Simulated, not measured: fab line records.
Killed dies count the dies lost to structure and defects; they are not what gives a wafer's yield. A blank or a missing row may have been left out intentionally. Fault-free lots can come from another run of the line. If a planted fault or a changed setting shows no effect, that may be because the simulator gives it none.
Struck lot and sound lot, side by side	flow n5_finfet	37 steps out of a route of 1938
Sound: wafers L872.1, L872.3, L872.5. Struck: wafer L884.4 (left out: L884.3, a lot-mate that was not struck); the cause follows at the end.
At each step with rows: each side's tool, then ch and its chambers, then its first start. Under that, the readings that differ: sound wafers	struck wafers	difference of the means	sigmas: that difference in standard deviations of wafers without a fault.
alike: same words and numbers on both sides, and readings whose means sit less than 2 such deviations apart. not compared: any withheld reading, any reading some wafer has no value for, any bound like >300 that may hide the same value, and any number with overlapping values for which the record gives no deviation.
Wherever a step has rows on one side only, a row that says differs or no value, or a row with sigmas, the two part there. Non-overlapping numbers with no deviation appear without sigmas and do not part them. A reading missing from all wafers of one side parts the sides only when that side holds two or more wafers.

first, 9 steps without rows for these wafers: N5_HKMG_FIN_SOFTBAKE_44 (time 60 s); N5_HKMG_FIN_EXPOSE_46 (exposes mask NDIPOLE); N5_HKMG_FIN_PEB_47 (peb time 60 s); N5_HKMG_FIN_DEVELOP_48 (develop time 30 s); N5_HKMG_FIN_DESCUM_53 (chemistry O2, time 7.9 s); N5_HKMG_FIN_ETCH_54 (etches SiARC in CF4, target depth 45.5 nm, time 75.8 s); N5_HKMG_FIN_ETCH_55 (etches SOC in N2/H2, target depth 240 nm, time 300 s); N5_HKMG_FIN_STRIP_56 (strips in N2/H2); N5_HKMG_FIN_STRIP_57 (strips in CF4).
N5_HKMG_FIN_ETCH_58: etches SOC in N2/H2, target depth 215.8 nm, time 741 s.
  sound on rie_diel-03 ch 1,2, day 4 11:07; struck on rie_diel-03 ch 2, day 7 09:54
reading	sound	struck	difference	sigmas
run_length_s (s)	765.0 763.9 764.6	431.6	-332.9	-99 or more
model.SOC_of_HKMG_FIN_COAT_41.thk_nm (nm)	82.8 92.2 82.6	182.4	+96.5	
model.etch.depth_nm (nm)	215.7 206.2 216.3	117.3	-95.4	
model.HKMG_FIN.feature_depth_nm (nm)	215.8 206.2 216.2	117.2	-95.5	
  alike: drypump_motor_current_A, oes_product_au, rf_vpp_V, showerhead_plenum_p_Torr, throttle_valve_pct
  not compared: rf_hours_counter_h
N5_HKMG_FIN_STRIP_93: strips SOC in N2/H2, time 20 s.
  sound on rie_diel-03 ch 1,2, day 4 11:32; struck on rie_diel-03 ch 2, day 7 10:20
reading	sound	struck	difference	sigmas
model.SOC_of_HKMG_FIN_COAT_41.thk_nm (nm)	72.2 82.2 72.2	172.2	+96.7	
  alike: drypump_motor_current_A, oes_product_au, rf_vpp_V, showerhead_plenum_p_Torr, throttle_valve_pct
  not compared: rf_hours_counter_h
then, 24 steps without rows for these wafers: N5_HKMG_FIN_WET_ETCH_76 (etches Al2O3 in dNH4OH, stops on La2O3, target depth 2.25 nm, rinse time 30 s); N5_HKMG_FIN_STRIP_60 (strips in N2/H2, time 360 s); N5_HKMG_FIN_WET_ETCH_77 (etches La2O3 in dHCl, stops on HfO2, target depth 2 nm); N5_HKMG_FIN_WET_ETCH_78 (etches Al2O3 in dNH4OH, stops on La2O3, target depth 4.5 nm, rinse time 30 s); N5_HKMG_FIN_ALD_79 (deposits TiN, target thk 1.5 nm, pulse time 1 s, purge time 3 s); N5_HKMG_FIN_CVD_62 (deposits a-Si from Si2H6, target thk 3 nm, time 20.8 s); N5_HKMG_FIN_RTA_80 (time 2 s); N5_HKMG_FIN_PRECLEAN_64 (cleans in dHF, time 30 s); N5_HKMG_FIN_WET_ETCH_65 (etches a-Si in TMAH, stops on TiN, time 49 s, target depth 3 nm); N5_HKMG_FIN_WET_ETCH_81 (etches TiN in SC1, stops on HfO2, time 57 s, target depth 6 nm); N5_HKMG_FIN_WET_ETCH_82 (etches La2O3 in dHCl, stops on HfO2, target depth 2 nm, rinse time 30 s); N5_HKMG_FIN_ALD_36 (deposits TiN, target thk 1 nm, pulse time 1 s, purge time 3 s); N5_HKMG_FIN_PWFM_ALD_03 (deposits TiN, target thk 2 nm, pulse time 1 s, purge time 3 s); N5_HKMG_FIN_COAT_29 (time 60 s, resist thk 300 nm); N5_HKMG_FIN_COAT_30 (time 60 s, resist thk 35 nm); N5_HKMG_FIN_COAT_06 (resist thk 90 nm); N5_HKMG_FIN_EBR_08; N5_HKMG_FIN_SOFTBAKE_07 (time 60 s); N5_HKMG_FIN_EXPOSE_09 (exposes mask NWFM); N5_HKMG_FIN_PEB_10 (peb time 60 s); N5_HKMG_FIN_DEVELOP_11 (develop time 30 s); N5_HKMG_FIN_DESCUM_17 (chemistry O2, time 7.9 s); N5_HKMG_FIN_ETCH_31 (etches SiARC in CF4, target depth 45.5 nm, time 75.8 s); N5_HKMG_FIN_ETCH_32 (etches SOC in N2/H2, target depth 240 nm, time 300 s).
-- here the record skips 8 days between the struck wafers' starts before and after, leaving off in module HKMG_FIN and picking up in module BEOL_M4 (first step shown: number 1111 of the route) --
N5_BEOL_M4_RC_MEAS_101:
  sound on prober-01 ch 0, day 12 02:20; struck on prober-02 ch 0, day 15 11:58
reading	sound	struck	difference	sigmas
IOFF_N (nA/um)	0.13 0.25 0.14	18.32	+18.15	+99 or more
IOFF_N_85C (nA/um)	2.7 4.5 2.9	170.2	+166.8	+99 or more
IOFF_N_LIN (nA/um)	0.062 0.101 0.067	9.242	+9.165	+99 or more
IOFF_N_LONG (nA/um)	5.75e-05 5.48e-05 5.57e-05	0.010286	+0.010230	+99 or more
ION_N (uA/um)	664 681 657	885	+218	+16
ION_P (uA/um)	457 466 453	437	-22	-3
VT_N (mV)	252 246 251	109	-141	-37
VT_N_LONG (mV)	272.5 276.1 273.6	123.5	-150.6	-75
VT_P (mV)	-253 -246 -250	-259	-9	-3
VT_P_LVT (mV)	-102 -95 -100	-186	-87	-29
  alike: DIBL_N, DIBL_P, IOFF_P, SS_N, SS_P
-- a jump in the record: the struck wafers' starts before and after are 5 days apart (it breaks off in module BEOL_M4 and resumes in module PASSIVATION, where the first step shown is number 1936 of the route) --
N5_PASSIVATION_PROBE_49:
  sound: prober-02 at day 16 11:00; struck: prober-02 at day 20 13:10
reading	sound	struck	difference	sigmas
defect_limited_yield (%)	93.7	89.5	-4.2	-3
killed_at_front_end	23	61	+38	+3
killed_dies	74	124	+50	+3
killed_open	47	91	+44	+3
sort_bin_4_leakage (%)	0	89.49	+89.49	+99 or more
sort_bin_5_function (%)	3.3	6.5	+3.2	+3
sort_n_pass	1106	0	-1106	-55
sort_yield_pct (%)	93.7	0	-94	-55
  alike: killed_at_M0_to_M3, killed_at_M4_up, killed_at_contacts, killed_at_other, killed_short, sort_bin_6_memory

== WHERE THEY PART ==
At N5_HKMG_FIN_ETCH_58 first; at N5_PASSIVATION_PROBE_49 last (within this record only).

WHY: whatever the simulator had introduced
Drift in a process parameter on rie_diel-03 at N5_HKMG_FIN_ETCH_58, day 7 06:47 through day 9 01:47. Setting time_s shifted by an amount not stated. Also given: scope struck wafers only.
